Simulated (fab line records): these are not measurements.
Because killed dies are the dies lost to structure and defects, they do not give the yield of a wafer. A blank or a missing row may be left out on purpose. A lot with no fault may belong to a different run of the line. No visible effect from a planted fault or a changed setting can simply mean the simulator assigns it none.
Matching of chambers + flow nand harc + 4 sister chambers for NHARC_P_GATE_DESCUM_93 on rie diel-01
The step chemistry O2, time 3 s. 4 wafers are shown with their chamber, then 7 later ones without.

## EACH WAFER AND ITS CHAMBER
| wafer  | chamber | drypump motor current A (A) |
|--------|---------|-----------------------------|
| L886.4 | 1       | 5.7                         |
| L888.6 | 3       | 6.0                         |
| L889.2 | 2       | 5.4                         |
| L889.4 | 0       | 5.4                         |

## WAFERS WITHOUT THEIR CHAMBER
| wafer  | drypump motor current A (A) |
|--------|-----------------------------|
| L889.5 | 6.0                         |
| L891.1 | 5.5                         |
| L891.4 | 5.8                         |
| L891.5 | 6.0                         |
| L907.1 | 6.0                         |
| L907.3 | 5.7                         |
| L907.5 | 5.4                         |

## EACH ONE'S CHAMBER
| wafer  | from the rows above          | in truth |
|--------|------------------------------|----------|
| L889.5 | 3                            | 3        |
| L891.1 | can't be placed: 0 or 2 or 1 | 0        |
| L891.4 | can't be placed: 1 or 3      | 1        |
| L891.5 | 3                            | 3        |
| L907.1 | 3                            | 3        |
| L907.3 | 1                            | 1        |
| L907.5 | can't be placed: 0 or 2      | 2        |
4 of 7 placed correctly. Not placeable from these rows: 3 (in 3, the candidates include the true chamber). Wrongly placed: 0.
How it was worked out, from the rows above alone: a wafer's distance from a chamber is the root of the sum, over the readings, of the square of ((its reading less the chamber's mean) divided by the reading's scatter). The wafer belongs to the nearest chamber; if the next one is less than 2 further off, it can't be placed. The mean given for a chamber averages the wafers shown for that chamber. The scatter (one wafer shown for each chamber): square how far every hidden wafer sits from the nearest shown wafer, average those squares and take the square root.
